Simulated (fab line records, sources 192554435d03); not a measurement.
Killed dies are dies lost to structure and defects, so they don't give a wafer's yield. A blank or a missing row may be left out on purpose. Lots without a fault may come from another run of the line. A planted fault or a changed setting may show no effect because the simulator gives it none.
One fault seen from 3 desks | flow n5_finfet | each desk has only its own numbers; what lay behind them comes last
Where a reading is given only as a bound, like >300, the bound stands for it, and a mean or a difference that rests on one is marked > or <: the true number lies beyond.

THE METROLOGY DESK
What the gauges read, lot by lot, whatever tool the lot ran on: means of the sampled wafers that have a number. A lot is out of limits, marked OUT, if its mean lies more than 4 standard deviations from the usual mean; the brackets give that distance. Of its 13 readings 7 are shown: those that lie furthest out on some lot.
Columns: A = M0_ABLK_OVL at N5_BEOL_M0_CUTY_OVL_MEAS_58, usual 0.2 nm; B = IOFF_P at N5_BEOL_M4_RC_MEAS_101, usual 0.21 nA/um; C = ION_N at N5_BEOL_M4_RC_MEAS_101, usual 676 uA/um; D = ION_P at N5_BEOL_M4_RC_MEAS_101, usual 462 uA/um; E = SS_N at N5_BEOL_M4_RC_MEAS_101, usual 71.5 mV/dec; F = VT_N at N5_BEOL_M4_RC_MEAS_101, usual 249 mV; G = VT_P at N5_BEOL_M4_RC_MEAS_101, usual -250 mV
lot  | first seen here | A    | B    | C   | D   | E    | F   | G
L646 | day 5 14:31     | -0.0 | 0.22 | 685 | 467 | 72.0 | 246 | -249
L649 | day 6 07:05     | 0.9  | 0.26 | 693 | 471 | 71.5 | 247 | -246
L650 | day 6 09:54     | 1.2  | 0.18 | 664 | 452 | 70.4 | 253 | -249
L652 | day 7 00:49     | 0.2  | 0.19 | 665 | 460 | 71.0 | 254 | -250
L659 | day 8 21:16     | -0.6 | 0.26 | 681 | 477 | 71.6 | 246 | -244
L662 | day 9 09:57     | 0.8  | 0.20 | 669 | 461 | 71.0 | 252 | -251
L663 | day 9 15:37     | -0.9 | 0.22 | 677 | 463 | 71.8 | 248 | -249
L664 | day 9 21:41     | 0.3  | 0.25 | 694 | 472 | 71.9 | 245 | -247
L666 | day 10 05:52    | 0.4  | 0.21 | 675 | 462 | 71.1 | 250 | -249
This desk's finding: nothing out of limits on any of the 9 lots.

THE DEFECT DESK
What the inspections along the route counted, lot by lot: means of the sampled wafers that have a number. A lot is out of limits, marked OUT, if its mean lies more than 4 standard deviations from the usual mean; the brackets give that distance.
Columns: A = raw_defect_count at N5_BEOL_M0_SAQP_INSPECT_42, usual 263; B = raw_defect_count at N5_BEOL_M0_CUTY_INSPECT_59, usual 2.1
lot  | first seen here | A   | B
L646 | day 5 19:39     | 339 | 3.0
L649 | day 6 11:33     | 307 | 2.7
L650 | day 6 15:51     | 350 | >101 (>+71) OUT
L652 | day 7 05:35     | 385 | >101 (>+71) OUT
L659 | day 9 01:14     | 193 | 1.3
L662 | day 9 13:55     | 325 | 1.0
L663 | day 9 19:38     | 265 | 1.3
L664 | day 10 02:01    | 320 | 2.0
L666 | day 10 09:53    | 236 | 2.0
This desk's finding: out of limits on L650, L652; first on L650, day 6 17:19 (raw_defect_count at N5_BEOL_M0_CUTY_INSPECT_59). In limits: L646, L649, L659, L662, L663, L664, L666.

THE TOOL OWNER'S DESK: rie_si-03
The tool's own readings at N5_BEOL_M0_SAQP_MANDREL_ETCH_103 (etches a-Si in HBr/Cl2, stops on SiCN, target depth 45 nm, bt time 10 s, time 27 s): means of the sampled wafers that have a number, for each lot that ran on this tool. A lot is out of limits, marked OUT, if its mean lies more than 4 standard deviations from the usual mean; the brackets give that distance.
Columns: A = drypump_motor_current_A at N5_BEOL_M0_SAQP_MANDREL_ETCH_103, usual 5.8 A; B = oes_product_au at N5_BEOL_M0_SAQP_MANDREL_ETCH_103, usual 0.688 a.u.; C = throttle_valve_pct at N5_BEOL_M0_SAQP_MANDREL_ETCH_103, usual 35.30 %
lot  | first seen here | A   | B     | C
L646 | day 5 16:49     | 6.0 | 0.692 | 35.13
L649 | day 6 09:10     | 5.5 | 0.694 | 35.12
L650 | day 6 12:16     | 5.8 | 0.688 | 35.22
L652 | day 7 03:23     | 5.4 | 0.688 | 35.23
L663 | day 9 17:32     | 6.0 | 0.695 | 35.34
L666 | day 10 07:55    | 5.2 | 0.684 | 35.37
This desk's finding: nothing out of limits on any of the 6 lots.

PUT TOGETHER
The defect desk could have raised an alarm at day 6 17:19, on L650, L652.
The metrology desk saw nothing out of limits.
The tool owner's desk saw nothing out of limits.
The metrology desk has L650, L652 on record, within its limits.
The tool owner's desk has L650, L652 on record, within its limits.
Of the lots named, all ran N5_BEOL_M0_SAQP_MANDREL_ETCH_103 on rie_si-03.

WHAT THE SIMULATOR HAD PUT IN
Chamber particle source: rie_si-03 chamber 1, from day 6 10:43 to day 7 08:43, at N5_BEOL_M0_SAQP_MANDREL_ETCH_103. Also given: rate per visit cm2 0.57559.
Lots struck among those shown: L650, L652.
Hours from the fault's start to each desk's first reading out of limits: the defect desk, 7.
